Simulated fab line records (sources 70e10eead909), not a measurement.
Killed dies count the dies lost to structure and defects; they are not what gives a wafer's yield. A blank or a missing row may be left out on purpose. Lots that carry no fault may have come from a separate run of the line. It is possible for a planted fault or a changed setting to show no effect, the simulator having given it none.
Which of the tools did it? :: flow nand_harc :: 24 lots, 72 wafers sampled, at 5 steps of a route of 1159

## WHAT EACH GAUGE READ, for each wafer
NHARC_A_BLC_CD_MEAS_19. Usual: 100.1 nm for cd_nm, sd 2.5.
lot: L074
measured: day 16 21:03
on: cd_sem-01
cd_nm (nm): 99.0 98.4 99.2
flag: 

lot: L075
measured: day 17 12:35
on: cd_sem-02
cd_nm (nm): 103.2 99.5 104.5
flag: 

lot: L076
measured: day 17 17:55
on: cd_sem-03
cd_nm (nm): 100.5 96.7 100.5
flag: 

lot: L077
measured: day 17 19:38
on: cd_sem-01
cd_nm (nm): 104.6 103.0 99.4
flag: 

lot: L078
measured: day 18 00:38
on: cd_sem-03
cd_nm (nm): 104.3 101.6 99.6
flag: 

lot: L082
measured: day 18 17:19
on: cd_sem-03
cd_nm (nm): 94.3 97.9 95.9
flag: 

lot: L079
measured: day 18 22:38
on: cd_sem-03
cd_nm (nm): 99.9 99.6 100.7
flag: 

lot: L080
measured: day 19 00:38
on: cd_sem-02
cd_nm (nm): 98.7 102.1 102.1
flag: 

lot: L081
measured: day 19 05:55
on: cd_sem-02
cd_nm (nm): 98.2 104.6 102.6
flag: 

lot: L085
measured: day 19 17:03
on: cd_sem-02
cd_nm (nm): 101.1 98.3 99.9
flag: 

lot: L084
measured: day 19 17:23
on: cd_sem-02
cd_nm (nm): 100.8 101.5 99.1
flag: 

lot: L087
measured: day 19 21:37
on: cd_sem-01
cd_nm (nm): 100.8 99.0 96.7
flag: 

lot: L086
measured: day 19 22:16
on: cd_sem-03
cd_nm (nm): 99.0 99.0 99.6
flag: 

lot: L083
measured: day 20 01:11
on: cd_sem-01
cd_nm (nm): 99.9 100.0 96.9
flag: 

lot: L089
measured: day 20 14:26
on: cd_sem-01
cd_nm (nm): 98.1 101.5 95.5
flag: 

lot: L088
measured: day 20 15:00
on: cd_sem-03
cd_nm (nm): 98.2 103.8 98.1
flag: 

lot: L090
measured: day 21 15:50
on: cd_sem-03
cd_nm (nm): 102.2 105.7 99.7
flag: 

lot: L092
measured: day 21 17:34
on: cd_sem-01
cd_nm (nm): 95.1 95.9 96.9
flag: 

lot: L093
measured: day 21 18:05
on: cd_sem-01
cd_nm (nm): 95.6 96.0 99.7
flag: 

lot: L094
measured: day 21 19:35
on: cd_sem-02
cd_nm (nm): 100.0 100.5 102.5
flag: 

lot: L091
measured: day 22 01:55
on: cd_sem-02
cd_nm (nm): 104.8 100.2 103.0
flag: 

lot: L096
measured: day 22 23:10
on: cd_sem-03
cd_nm (nm): 97.4 98.2 96.9
flag: 

lot: L095
measured: day 23 01:28
on: cd_sem-03
cd_nm (nm): 100.5 100.2 100.9
flag: 

lot: L097
measured: day 23 10:54
on: cd_sem-02
cd_nm (nm): 101.9 100.7 101.3
flag: 

NHARC_A_M0_INSPECT_27. Usual: 461 for raw_defect_count, sd 140.
lot: L074
measured: day 17 03:07
on: defect_inspect-01
raw_defect_count: 462 306 307
flag: 

lot: L075
measured: day 17 20:47
on: defect_inspect-02
raw_defect_count: 415 375 389
flag: 

lot: L076
measured: day 18 02:49
on: defect_inspect-01
raw_defect_count: 434 372 513
flag: 

lot: L077
measured: day 18 03:52
on: defect_inspect-01
raw_defect_count: 317 517 509
flag: 

lot: L078
measured: day 18 06:18
on: defect_inspect-01
raw_defect_count: 370 465 310
flag: 

lot: L082
measured: day 19 00:54
on: defect_inspect-01
raw_defect_count: 517 544 587
flag: 

lot: L079
measured: day 19 04:46
on: defect_inspect-01
raw_defect_count: 298 346 411
flag: 

lot: L080
measured: day 19 06:19
on: defect_inspect-01
raw_defect_count: 495 330 321
flag: 

lot: L081
measured: day 19 18:43
on: defect_inspect-01
raw_defect_count: 614 584 559
flag: 

lot: L085
measured: day 19 22:29
on: defect_inspect-02
raw_defect_count: 547 467 334
flag: 

lot: L084
measured: day 19 22:56
on: defect_inspect-02
raw_defect_count: 409 275 238
flag: 

lot: L087
measured: day 20 03:18
on: defect_inspect-01
raw_defect_count: 342 436 587
flag: 

lot: L086
measured: day 20 03:52
on: defect_inspect-01
raw_defect_count: 371 534 541
flag: 

lot: L083
measured: day 20 06:59
on: defect_inspect-02
raw_defect_count: 410 452 507
flag: 

lot: L089
measured: day 20 22:19
on: defect_inspect-01
raw_defect_count: 388 513 599
flag: 

lot: L088
measured: day 20 23:11
on: defect_inspect-01
raw_defect_count: 531 480 347
flag: 

lot: L090
measured: day 22 02:08
on: defect_inspect-02
raw_defect_count: 420 437 417
flag: 

lot: L092
measured: day 22 02:35
on: defect_inspect-02
raw_defect_count: 409 493 616
flag: 

lot: L093
measured: day 22 03:04
on: defect_inspect-01
raw_defect_count: 427 479 575
flag: 

lot: L094
measured: day 22 04:07
on: defect_inspect-02
raw_defect_count: 470 412 449
flag: 

lot: L091
measured: day 22 14:19
on: defect_inspect-02
raw_defect_count: 341 436 562
flag: 

lot: L096
measured: day 23 04:46
on: defect_inspect-02
raw_defect_count: 464 427 486
flag: 

lot: L095
measured: day 23 07:26
on: defect_inspect-01
raw_defect_count: 430 352 373
flag: 

lot: L097
measured: day 23 19:21
on: defect_inspect-01
raw_defect_count: 789 359 480
flag: 

NHARC_A_M1_OVL_MEAS_10: pitch 240 nm. Usual: overlay_x_nm 0.0 nm, standard deviation 0.72; overlay_y_nm 0.1 nm, standard deviation 0.83.
lot: L074
measured: day 17 04:40
on: overlay-02
overlay_x_nm (nm): 0.1 0.6 0.4
overlay_y_nm (nm): 0.9 0.3 0.3
flag: 

lot: L075
measured: day 17 22:17
on: overlay-02
overlay_x_nm (nm): -0.5 -0.4 -0.6
overlay_y_nm (nm): 0.1 0.5 0.0
flag: 

lot: L076
measured: day 18 04:13
on: overlay-02
overlay_x_nm (nm): -0.1 0.2 -0.2
overlay_y_nm (nm): -0.4 -0.9 -0.5
flag: 

lot: L077
measured: day 18 07:05
on: overlay-02
overlay_x_nm (nm): -0.2 -0.1 0.4
overlay_y_nm (nm): 0.5 0.1 -0.1
flag: 

lot: L078
measured: day 18 07:40
on: overlay-02
overlay_x_nm (nm): -0.7 -0.4 -0.2
overlay_y_nm (nm): -1.3 -0.7 -1.7
flag: 

lot: L082
measured: day 19 03:02
on: overlay-02
overlay_x_nm (nm): 0.3 0.3 0.4
overlay_y_nm (nm): -0.8 -0.8 -0.7
flag: 

lot: L079
measured: day 19 06:17
on: overlay-02
overlay_x_nm (nm): -0.9 -0.9 -0.5
overlay_y_nm (nm): 0.0 -0.1 -0.1
flag: 

lot: L080
measured: day 19 07:49
on: overlay-02
overlay_x_nm (nm): -0.7 -0.4 -1.4
overlay_y_nm (nm): -0.1 -0.2 0.1
flag: 

lot: L081
measured: day 19 20:19
on: overlay-02
overlay_x_nm (nm): 0.1 -0.2 -0.3
overlay_y_nm (nm): 0.4 0.9 0.5
flag: 

lot: L085
measured: day 20 00:10
on: overlay-02
overlay_x_nm (nm): 0.8 0.3 0.2
overlay_y_nm (nm): -0.3 -0.2 0.0
flag: 

lot: L084
measured: day 20 00:17
on: overlay-02
overlay_x_nm (nm): -0.3 -0.3 -0.6
overlay_y_nm (nm): 1.7 1.9 2.1
flag: 

lot: L087
measured: day 20 04:57
on: overlay-02
overlay_x_nm (nm): -0.5 0.3 0.3
overlay_y_nm (nm): -0.4 -0.1 0.5
flag: 

lot: L086
measured: day 20 05:22
on: overlay-02
overlay_x_nm (nm): -1.2 -1.3 -1.0
overlay_y_nm (nm): -0.2 -0.2 -0.1
flag: 

lot: L083
measured: day 20 08:29
on: overlay-02
overlay_x_nm (nm): 0.1 0.1 0.2
overlay_y_nm (nm): 1.4 2.6 2.2
flag: 

lot: L089
measured: day 20 23:40
on: overlay-02
overlay_x_nm (nm): -0.3 0.3 0.7
overlay_y_nm (nm): 1.0 0.1 0.6
flag: 

lot: L088
measured: day 21 00:40
on: overlay-02
overlay_x_nm (nm): 0.1 -0.1 0.7
overlay_y_nm (nm): 0.6 0.2 0.5
flag: 

lot: L090
measured: day 22 03:38
on: overlay-01
overlay_x_nm (nm): -1.2 -1.5 -1.5
overlay_y_nm (nm): -0.8 -1.4 -1.2
flag: 

lot: L092
measured: day 22 04:14
on: overlay-01
overlay_x_nm (nm): 1.1 1.1 0.6
overlay_y_nm (nm): -0.7 -1.0 -0.6
flag: 

lot: L093
measured: day 22 04:33
on: overlay-01
overlay_x_nm (nm): 0.1 0.6 0.6
overlay_y_nm (nm): 0.5 0.2 0.2
flag: 

lot: L094
measured: day 22 05:35
on: overlay-02
overlay_x_nm (nm): 1.0 0.8 1.1
overlay_y_nm (nm): 0.4 1.2 0.9
flag: 

lot: L091
measured: day 22 16:23
on: overlay-02
overlay_x_nm (nm): -0.2 -0.8 -0.6
overlay_y_nm (nm): 0.5 0.3 0.4
flag: 

lot: L096
measured: day 23 06:14
on: overlay-02
overlay_x_nm (nm): 0.2 0.1 0.1
overlay_y_nm (nm): 0.2 -0.5 0.1
flag: 

lot: L095
measured: day 23 08:56
on: overlay-01
overlay_x_nm (nm): 1.4 1.9 1.3
overlay_y_nm (nm): 1.0 1.1 0.9
flag: 

lot: L097
measured: day 23 20:50
on: overlay-02
overlay_x_nm (nm): 0.6 0.8 0.0
overlay_y_nm (nm): -0.1 -0.5 -0.4
flag: 

## TOOL THAT RAN EACH LOT (tool first, then ch and the chambers of the sampled wafers, then the start)
lot: L074
NHARC_A_CONTACT_ETCH_98: rie_diel-10 ch 0,1,3, day 16 21:03 or earlier
NHARC_A_M0_CMP_23: cmp-01 ch 0,1, day 17 02:37

lot: L075
NHARC_A_CONTACT_ETCH_98: rie_diel-10 ch 1,2,3, day 17 12:35 or earlier
NHARC_A_M0_CMP_23: cmp-02 ch 0,1,2, day 17 20:19

lot: L076
NHARC_A_CONTACT_ETCH_98: rie_diel-10 ch 2,3, day 17 17:55 or earlier
NHARC_A_M0_CMP_23: cmp-02 ch 1,2, day 18 02:20

lot: L077
NHARC_A_CONTACT_ETCH_98: rie_diel-10 ch 0,2,3, day 17 19:38 or earlier
NHARC_A_M0_CMP_23: cmp-02 ch 0,1,2, day 18 03:23

lot: L078
NHARC_A_CONTACT_ETCH_98: rie_diel-10 ch 0,3, day 18 00:38 or earlier
NHARC_A_M0_CMP_23: cmp-01 ch 0,2, day 18 05:49

lot: L082
NHARC_A_CONTACT_ETCH_98: rie_diel-10 ch 0,1, day 18 17:19 or earlier
NHARC_A_M0_CMP_23: cmp-03 ch 0,1, day 19 00:26

lot: L079
NHARC_A_CONTACT_ETCH_98: rie_diel-10 ch 1,3, day 18 22:38 or earlier
NHARC_A_M0_CMP_23: cmp-02 ch 1,3, day 19 04:19

lot: L080
NHARC_A_CONTACT_ETCH_98: rie_diel-10 ch 1,3, day 18 20:19
NHARC_A_M0_CMP_23: cmp-03 ch 0,2,3, day 19 05:55

lot: L081
NHARC_A_CONTACT_ETCH_98: rie_diel-10 ch 1,2,3, day 19 00:54
NHARC_A_M0_CMP_23: cmp-01 ch 0,2,3, day 19 18:15

lot: L085
NHARC_A_CONTACT_ETCH_98: rie_diel-12 ch 0,1, day 19 17:03 or earlier
NHARC_A_M0_CMP_23: cmp-01 ch 0,1,3, day 19 22:03

lot: L084
NHARC_A_CONTACT_ETCH_98: rie_diel-10 ch 2,3, day 19 17:23 or earlier
NHARC_A_M0_CMP_23: cmp-02 ch 0,1,2, day 19 22:27

lot: L087
NHARC_A_CONTACT_ETCH_98: rie_diel-03 ch 0,1,2, day 19 21:37 or earlier
NHARC_A_M0_CMP_23: cmp-02 ch 1,2,3, day 20 02:53

lot: L086
NHARC_A_CONTACT_ETCH_98: rie_diel-03 ch 0,2,3, day 19 22:16 or earlier
NHARC_A_M0_CMP_23: cmp-03 ch 0,3, day 20 03:24

lot: L083
NHARC_A_CONTACT_ETCH_98: rie_diel-12 ch 0,2,3, day 20 01:11 or earlier
NHARC_A_M0_CMP_23: cmp-03 ch 1,2, day 20 06:31

lot: L089
NHARC_A_CONTACT_ETCH_98: rie_diel-03 ch 1,2,3, day 20 14:26 or earlier
NHARC_A_M0_CMP_23: cmp-01 ch 0,1,2, day 20 21:50

lot: L088
NHARC_A_CONTACT_ETCH_98: rie_diel-12 ch 0,2,3, day 20 15:00 or earlier
NHARC_A_M0_CMP_23: cmp-02 ch 1,2,3, day 20 22:43

lot: L090
NHARC_A_CONTACT_ETCH_98: rie_diel-10 ch 0,1,2, day 21 15:50 or earlier
NHARC_A_M0_CMP_23: cmp-03 ch 0,1,2, day 22 01:45

lot: L092
NHARC_A_CONTACT_ETCH_98: rie_diel-10 ch 0,2,3, day 21 13:14
NHARC_A_M0_CMP_23: cmp-03 ch 0,1,3, day 22 02:11

lot: L093
NHARC_A_CONTACT_ETCH_98: rie_diel-03 ch 1,2,3, day 21 18:05 or earlier
NHARC_A_M0_CMP_23: cmp-02 ch 0,1,3, day 22 02:36

lot: L094
NHARC_A_CONTACT_ETCH_98: rie_diel-10 ch 0,2,3, day 21 15:21
NHARC_A_M0_CMP_23: cmp-01 ch 0,1,3, day 22 03:39

lot: L091
NHARC_A_CONTACT_ETCH_98: rie_diel-10 ch 1,2,3, day 22 01:55 or earlier
NHARC_A_M0_CMP_23: cmp-03 ch 0,1, day 22 13:50

lot: L096
NHARC_A_CONTACT_ETCH_98: rie_diel-03 ch 1,2,3, day 22 23:10 or earlier
NHARC_A_M0_CMP_23: cmp-01 ch 0,1,3, day 23 04:19

lot: L095
NHARC_A_CONTACT_ETCH_98: rie_diel-03 ch 1,2, day 23 01:28 or earlier
NHARC_A_M0_CMP_23: cmp-01 ch 0,1,3, day 23 07:01

lot: L097
NHARC_A_CONTACT_ETCH_98: rie_diel-12 ch 1,2, day 23 10:54 or earlier
NHARC_A_M0_CMP_23: cmp-03 ch 2,3, day 23 18:55
- NHARC_A_CONTACT_ETCH_98: etches the open film in C4F6/O2, target depth 20 nm, time 10 s.
- NHARC_A_M0_CMP_23: polishes, t overpolish 20 s, target thk 113.75 nm.

## AS READ BY THE TOOLS THEMSELVES (means over the sampled wafers that have a number; for cases with no such wafer, the mark the record gives instead)
NHARC_A_CONTACT_ETCH_98. Usual: drypump_motor_current_A 5.6 A, standard deviation 0.53; o2_flow_sccm 20.00 sccm, standard deviation 0.058; oes_product_au 0.965 a.u., standard deviation 0.021; rf_vpp_V 545.3 V, standard deviation 2.8; showerhead_plenum_p_Torr 3.85 Torr, standard deviation 0.13; throttle_valve_pct 26.903 %, standard deviation 0.0084.
lot: L074
tool: rie_diel-10
drypump_motor_current_A (A): 5.9
o2_flow_sccm (sccm): 20.00
oes_product_au (a.u.): 1.009
rf_vpp_V (V): 546.0
showerhead_plenum_p_Torr (Torr): 3.86
throttle_valve_pct (%): 26.899
flag: 

lot: L075
tool: rie_diel-10
drypump_motor_current_A (A): 5.9
o2_flow_sccm (sccm): 20.03
oes_product_au (a.u.): 0.974
rf_vpp_V (V): 542.9
showerhead_plenum_p_Torr (Torr): 3.74
throttle_valve_pct (%): 26.903
flag: 

lot: L076
tool: rie_diel-10
drypump_motor_current_A (A): 5.4
o2_flow_sccm (sccm): 20.03
oes_product_au (a.u.): 0.972
rf_vpp_V (V): 541.6
showerhead_plenum_p_Torr (Torr): 3.68
throttle_valve_pct (%): 26.903
flag: 

lot: L077
tool: rie_diel-10
drypump_motor_current_A (A): 5.4
o2_flow_sccm (sccm): 19.93
oes_product_au (a.u.): 0.944
rf_vpp_V (V): 544.1
showerhead_plenum_p_Torr (Torr): 3.80
throttle_valve_pct (%): 26.897
flag: 

lot: L078
tool: rie_diel-10
drypump_motor_current_A (A): 5.4
o2_flow_sccm (sccm): 20.01
oes_product_au (a.u.): 0.958
rf_vpp_V (V): 545.0
showerhead_plenum_p_Torr (Torr): 3.82
throttle_valve_pct (%): 26.908
flag: 

lot: L082
tool: rie_diel-10
drypump_motor_current_A (A): 6.3
o2_flow_sccm (sccm): 19.97
oes_product_au (a.u.): 0.971
rf_vpp_V (V): 545.8
showerhead_plenum_p_Torr (Torr): 3.90
throttle_valve_pct (%): 26.910
flag: 

lot: L079
tool: rie_diel-10
drypump_motor_current_A (A): 6.4
o2_flow_sccm (sccm): 19.98
oes_product_au (a.u.): 1.014
rf_vpp_V (V): 543.6
showerhead_plenum_p_Torr (Torr): 3.80
throttle_valve_pct (%): 26.903
flag: 

lot: L080
tool: rie_diel-10
drypump_motor_current_A (A): 6.4
o2_flow_sccm (sccm): 20.02
oes_product_au (a.u.): 0.966
rf_vpp_V (V): 544.0
showerhead_plenum_p_Torr (Torr): 3.80
throttle_valve_pct (%): 26.898
flag: 

lot: L081
tool: rie_diel-10
drypump_motor_current_A (A): 5.9
o2_flow_sccm (sccm): 19.97
oes_product_au (a.u.): 0.976
rf_vpp_V (V): 543.8
showerhead_plenum_p_Torr (Torr): 3.74
throttle_valve_pct (%): 26.900
flag: 

lot: L085
tool: rie_diel-12
drypump_motor_current_A (A): 5.8
o2_flow_sccm (sccm): 19.97
oes_product_au (a.u.): 0.958
rf_vpp_V (V): 544.4
showerhead_plenum_p_Torr (Torr): 3.83
throttle_valve_pct (%): 26.901
flag: 

lot: L084
tool: rie_diel-10
drypump_motor_current_A (A): 5.4
o2_flow_sccm (sccm): 20.02
oes_product_au (a.u.): 0.956
rf_vpp_V (V): 541.9
showerhead_plenum_p_Torr (Torr): 3.68
throttle_valve_pct (%): 26.904
flag: 

lot: L087
tool: rie_diel-03
drypump_motor_current_A (A): 5.1
o2_flow_sccm (sccm): 19.99
oes_product_au (a.u.): 0.964
rf_vpp_V (V): 547.0
showerhead_plenum_p_Torr (Torr): 3.94
throttle_valve_pct (%): 26.911
flag: 

lot: L086
tool: rie_diel-03
drypump_motor_current_A (A): 5.4
o2_flow_sccm (sccm): 19.99
oes_product_au (a.u.): 0.971
rf_vpp_V (V): 546.7
showerhead_plenum_p_Torr (Torr): 3.90
throttle_valve_pct (%): 26.906
flag: 

lot: L083
tool: rie_diel-12
drypump_motor_current_A (A): 5.7
o2_flow_sccm (sccm): 20.01
oes_product_au (a.u.): 0.944
rf_vpp_V (V): 548.6
showerhead_plenum_p_Torr (Torr): 4.00
throttle_valve_pct (%): 26.899
flag: 

lot: L089
tool: rie_diel-03
drypump_motor_current_A (A): 5.4
o2_flow_sccm (sccm): 20.01
oes_product_au (a.u.): 0.967
rf_vpp_V (V): 547.2
showerhead_plenum_p_Torr (Torr): 3.94
throttle_valve_pct (%): 26.900
flag: 

lot: L088
tool: rie_diel-12
drypump_motor_current_A (A): 5.7
o2_flow_sccm (sccm): 20.03
oes_product_au (a.u.): 0.930
rf_vpp_V (V): 548.1
showerhead_plenum_p_Torr (Torr): 4.00
throttle_valve_pct (%): 26.903
flag: 

lot: L090
tool: rie_diel-10
drypump_motor_current_A (A): 5.8
o2_flow_sccm (sccm): 20.02
oes_product_au (a.u.): 0.967
rf_vpp_V (V): 545.0
showerhead_plenum_p_Torr (Torr): 3.83
throttle_valve_pct (%): 26.901
flag: 

lot: L092
tool: rie_diel-10
drypump_motor_current_A (A): 5.4
o2_flow_sccm (sccm): 20.01
oes_product_au (a.u.): 0.957
rf_vpp_V (V): 544.7
showerhead_plenum_p_Torr (Torr): 3.79
throttle_valve_pct (%): 26.909
flag: 

lot: L093
tool: rie_diel-03
drypump_motor_current_A (A): 5.4
o2_flow_sccm (sccm): 20.03
oes_product_au (a.u.): 0.957
rf_vpp_V (V): 548.6
showerhead_plenum_p_Torr (Torr): 3.93
throttle_valve_pct (%): 26.900
flag: 

lot: L094
tool: rie_diel-10
drypump_motor_current_A (A): 5.4
o2_flow_sccm (sccm): 19.96
oes_product_au (a.u.): 0.960
rf_vpp_V (V): 545.4
showerhead_plenum_p_Torr (Torr): 3.79
throttle_valve_pct (%): 26.896
flag: 

lot: L091
tool: rie_diel-10
drypump_motor_current_A (A): 5.9
o2_flow_sccm (sccm): 20.03
oes_product_au (a.u.): 0.969
rf_vpp_V (V): 542.4
showerhead_plenum_p_Torr (Torr): 3.73
throttle_valve_pct (%): 26.901
flag: 

lot: L096
tool: rie_diel-03
drypump_motor_current_A (A): 5.4
o2_flow_sccm (sccm): 19.97
oes_product_au (a.u.): 0.970
rf_vpp_V (V): 548.1
showerhead_plenum_p_Torr (Torr): 3.92
throttle_valve_pct (%): 26.909
flag: 

lot: L095
tool: rie_diel-03
drypump_motor_current_A (A): 5.1
o2_flow_sccm (sccm): 20.03
oes_product_au (a.u.): 0.973
rf_vpp_V (V): 547.9
showerhead_plenum_p_Torr (Torr): 3.97
throttle_valve_pct (%): 26.905
flag: 

lot: L097
tool: rie_diel-12
drypump_motor_current_A (A): 6.0
o2_flow_sccm (sccm): 19.98
oes_product_au (a.u.): 0.948
rf_vpp_V (V): 547.3
showerhead_plenum_p_Torr (Torr): 3.95
throttle_valve_pct (%): 26.897
flag: 

NHARC_A_M0_CMP_23. Usual: motor_current_A 12.0 A, standard deviation 1; retaining_ring_pressure_frac 0.999, standard deviation 0.0051; time_to_endpoint_s 30 s, standard deviation 3.
lot: L074
tool: cmp-01
motor_current_A (A): 12.0
retaining_ring_pressure_frac: 1.001
time_to_endpoint_s (s): 32
flag: 

lot: L075
tool: cmp-02
motor_current_A (A): 11.3
retaining_ring_pressure_frac: 1.001
time_to_endpoint_s (s): 33
flag: 

lot: L076
tool: cmp-02
motor_current_A (A): 11.4
retaining_ring_pressure_frac: 1.002
time_to_endpoint_s (s): 31
flag: 

lot: L077
tool: cmp-02
motor_current_A (A): 11.5
retaining_ring_pressure_frac: 1.001
time_to_endpoint_s (s): 29
flag: 

lot: L078
tool: cmp-01
motor_current_A (A): 13.7
retaining_ring_pressure_frac: 0.995
time_to_endpoint_s (s): 26
flag: 

lot: L082
tool: cmp-03
motor_current_A (A): 11.3
retaining_ring_pressure_frac: 0.998
time_to_endpoint_s (s): 31
flag: 

lot: L079
tool: cmp-02
motor_current_A (A): 12.1
retaining_ring_pressure_frac: 1.001
time_to_endpoint_s (s): 32
flag: 

lot: L080
tool: cmp-03
motor_current_A (A): 12.1
retaining_ring_pressure_frac: 1.000
time_to_endpoint_s (s): 31
flag: 

lot: L081
tool: cmp-01
motor_current_A (A): 12.5
retaining_ring_pressure_frac: 1.006
time_to_endpoint_s (s): 30
flag: 

lot: L085
tool: cmp-01
motor_current_A (A): 11.7
retaining_ring_pressure_frac: 0.996
time_to_endpoint_s (s): 32
flag: 

lot: L084
tool: cmp-02
motor_current_A (A): 11.2
retaining_ring_pressure_frac: 1.000
time_to_endpoint_s (s): 28
flag: 

lot: L087
tool: cmp-02
motor_current_A (A): 11.6
retaining_ring_pressure_frac: 1.000
time_to_endpoint_s (s): 30
flag: 

lot: L086
tool: cmp-03
motor_current_A (A): 11.2
retaining_ring_pressure_frac: 0.998
time_to_endpoint_s (s): 29
flag: 

lot: L083
tool: cmp-03
motor_current_A (A): 13.4
retaining_ring_pressure_frac: 0.997
time_to_endpoint_s (s): 26
flag: 

lot: L089
tool: cmp-01
motor_current_A (A): 13.0
retaining_ring_pressure_frac: 1.004
time_to_endpoint_s (s): 31
flag: 

lot: L088
tool: cmp-02
motor_current_A (A): 11.9
retaining_ring_pressure_frac: 1.003
time_to_endpoint_s (s): 28
flag: 

lot: L090
tool: cmp-03
motor_current_A (A): 12.3
retaining_ring_pressure_frac: 1.001
time_to_endpoint_s (s): 30
flag: 

lot: L092
tool: cmp-03
motor_current_A (A): 11.7
retaining_ring_pressure_frac: 0.999
time_to_endpoint_s (s): 29
flag: 

lot: L093
tool: cmp-02
motor_current_A (A): 12.4
retaining_ring_pressure_frac: 1.001
time_to_endpoint_s (s): 28
flag: 

lot: L094
tool: cmp-01
motor_current_A (A): 11.7
retaining_ring_pressure_frac: 0.998
time_to_endpoint_s (s): 34
flag: 

lot: L091
tool: cmp-03
motor_current_A (A): 11.4
retaining_ring_pressure_frac: 0.994
time_to_endpoint_s (s): 30
flag: 

lot: L096
tool: cmp-01
motor_current_A (A): 11.4
retaining_ring_pressure_frac: 0.998
time_to_endpoint_s (s): 32
flag: 

lot: L095
tool: cmp-01
motor_current_A (A): 11.8
retaining_ring_pressure_frac: 0.998
time_to_endpoint_s (s): 31
flag: 

lot: L097
tool: cmp-03
motor_current_A (A): 12.8
retaining_ring_pressure_frac: 1.001
time_to_endpoint_s (s): 28
flag: 

## THE ANSWER, worked out from the rows above alone
Rule: a lot is off if the mean of its wafers that have a number lies more than 3 standard deviations from the usual mean. Also off: a lot with no number at a reading for which 4 or more lots have one. Any other lot the step has rows for is counted as sound. The gauges are gone through in route order, then the tools' own readings, and for those a lot's mean is taken as printed above. The first step at which some lot is off is used, and at that step the reading that is off furthest; a lot without a number counts as furthest.
Across all readings shown, no lot is off: no conclusion can be drawn from this.

## WHAT WAS PUT IN BY THE SIMULATOR
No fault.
